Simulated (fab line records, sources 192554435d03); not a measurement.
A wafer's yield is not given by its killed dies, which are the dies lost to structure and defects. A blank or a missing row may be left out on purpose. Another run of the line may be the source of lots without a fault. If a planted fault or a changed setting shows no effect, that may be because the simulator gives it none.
Lot-split experiment | flow n5Finfet | 39 wafers read from 7 lots, route of 1938 steps

SPLIT DETAILS
At N5_DUMMY_GATE_ETCH_31 (etches SiO2 in C4F6/O2, target depth 82.5 nm, time 27.5 s), the setting targetDepthA was moved away from the recipe's 825 angstrom on 18 of the 39 wafers read, by -11.6% to +12.6%. For the rest of the wafers, this setting stayed at what the recipe calls for.

The reading is taken at the split's own step.

THE READING
etch.depthNm (the simulator's own value, which no gauge read), in nm, at N5_DUMMY_GATE_ETCH_31 (etches SiO2 in C4F6/O2, target depth 82.5 nm, time 27.5 s). The file gives no usual value for it. Here, 21 wafers ran the recipe; their average is 82.33 nm with a standard deviation of 2 nm.

wafer  | tool, chamber at the split | targetDepthA as run, angstrom | against the recipe | etch.depthNm, nm | against lot-mates on the recipe
L076.1 | rieDiel-06, 2              | 743.5                         | -9.9%              | 78.18            | -5.09
L076.2 | rieDiel-06, 3              | 743.5                         | -9.9%              | 75.67            | -7.60
L076.3 | rieDiel-06, 1              | 743.5                         | -9.9%              | 72.93            | -10.34
L076.4 | rieDiel-06, 0              | 825                           | recipe             | 83.23            | -
L076.5 | rieDiel-06, 0              | 825                           | recipe             | 82.85            | -
L076.6 | rieDiel-06, 3              | 825                           | recipe             | 83.72            | -
L082.1 | rieDiel-06, 1              | 797.2                         | -3.4%              | 77.94            | -5.99
L082.2 | rieDiel-06, 2              | 825                           | recipe             | 86.01            | -
L082.3 | rieDiel-06, 3              | 825                           | recipe             | 82.54            | -
L082.4 | rieDiel-06, 0              | 797.2                         | -3.4%              | 79.17            | -4.76
L082.5 | rieDiel-06, 2              | 797.2                         | -3.4%              | 83.65            | -0.28
L082.6 | rieDiel-06, 3              | 825                           | recipe             | 83.23            | -
L086.1 | rieDiel-06, 1              | 756.2                         | -8.3%              | 73.71            | -11.05
L086.2 | rieDiel-06, 2              | 825                           | recipe             | 85.35            | -
L086.3 | rieDiel-06, 3              | 756.2                         | -8.3%              | 76.64            | -8.12
L086.4 | rieDiel-06, 2              | 825                           | recipe             | 85.89            | -
L086.5 | rieDiel-06, 1              | 756.2                         | -8.3%              | 73.34            | -11.42
L086.6 | rieDiel-06, 3              | 825                           | recipe             | 83.04            | -
L088.1 | rieDiel-05, 1              | 852                           | +3.3%              | 84.29            | +3.27
L088.2 | rieDiel-05, 2              | 852                           | +3.3%              | 86.25            | +5.23
L088.3 | rieDiel-05, 3              | 825                           | recipe             | 79.38            | -
L088.4 | rieDiel-05, 0              | 852                           | +3.3%              | 83.4             | +2.38
L088.5 | rieDiel-05, 2              | 825                           | recipe             | 82.62            | -
L088.6 | rieDiel-05, 1              | 825                           | recipe             | 81.05            | -
L091.1 | rieDiel-02, 0              | 928.8                         | +12.6%             | 92.28            | +11.82
L091.2 | rieDiel-02, 1              | 928.8                         | +12.6%             | 94.01            | +13.55
L091.3 | rieDiel-02, 3              | 825                           | recipe             | 80.36            | -
L091.4 | rieDiel-02, 2              | 825                           | recipe             | 80.49            | -
L091.5 | rieDiel-02, 2              | 825                           | recipe             | 80.54            | -
L091.6 | rieDiel-02, 3              | 928.8                         | +12.6%             | 90               | +9.54
L093.2 | rieDiel-06, 1              | 825                           | recipe             | 79.82            | -
L093.3 | rieDiel-06, 0              | 825                           | recipe             | 83.7             | -
L093.6 | rieDiel-06, 0              | 825                           | recipe             | 83.46            | -
L097.1 | rieDiel-05, 2              | 728.9                         | -11.6%             | 74.52            | -6.00
L097.2 | rieDiel-05, 3              | 825                           | recipe             | 79.61            | -
L097.3 | rieDiel-05, 1              | 825                           | recipe             | 81.29            | -
L097.4 | rieDiel-05, 0              | 728.9                         | -11.6%             | 71.78            | -8.74
L097.5 | rieDiel-05, 0              | 825                           | recipe             | 80.66            | -
L097.6 | rieDiel-05, 3              | 728.9                         | -11.6%             | 70.26            | -10.26

THE FIT
A straight line over all 39 wafers: etch.depthNm changes by +0.799 nm for each +1% of targetDepthA; r = +0.92; the points scatter about the line by 2 nm.
The same after taking each lot's own level away (the mean of its wafers on the recipe; 39 wafers): +0.889 nm for each +1%; r = +0.95; scatter 1.9 nm.
That fit puts the effect of the largest move of targetDepthA on the reading at 11 nm.
The span of the lots' own levels, 80.463 to 84.760 nm, comes to 2.2 times the standard deviation stated above.
So the lot-to-lot level changes the slope: the two fits differ.
Check: with one of the wafers moved furthest among these (+12.6%) left out of the fit, the line predicts +11.1 nm for it against its lot-mates. Against them it came out at +11.8 nm.

FURTHER SPLITS ON THESE WAFERS
Before the reading, these wafers also passed through other splits. Each is held against what the fit with the lots' levels taken away leaves over:
other split on the same wafers | wafers away from the commonest value | r with etch.depthNm (lot level and that fit taken away)
N5_DUMMY_GATE_ETCH_37 sourceW  | 15                                   | -0.31

THE FILE'S OWN FIT
etch.depthNm changes by +0.887 nm for each +1% of targetDepthA, r = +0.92.
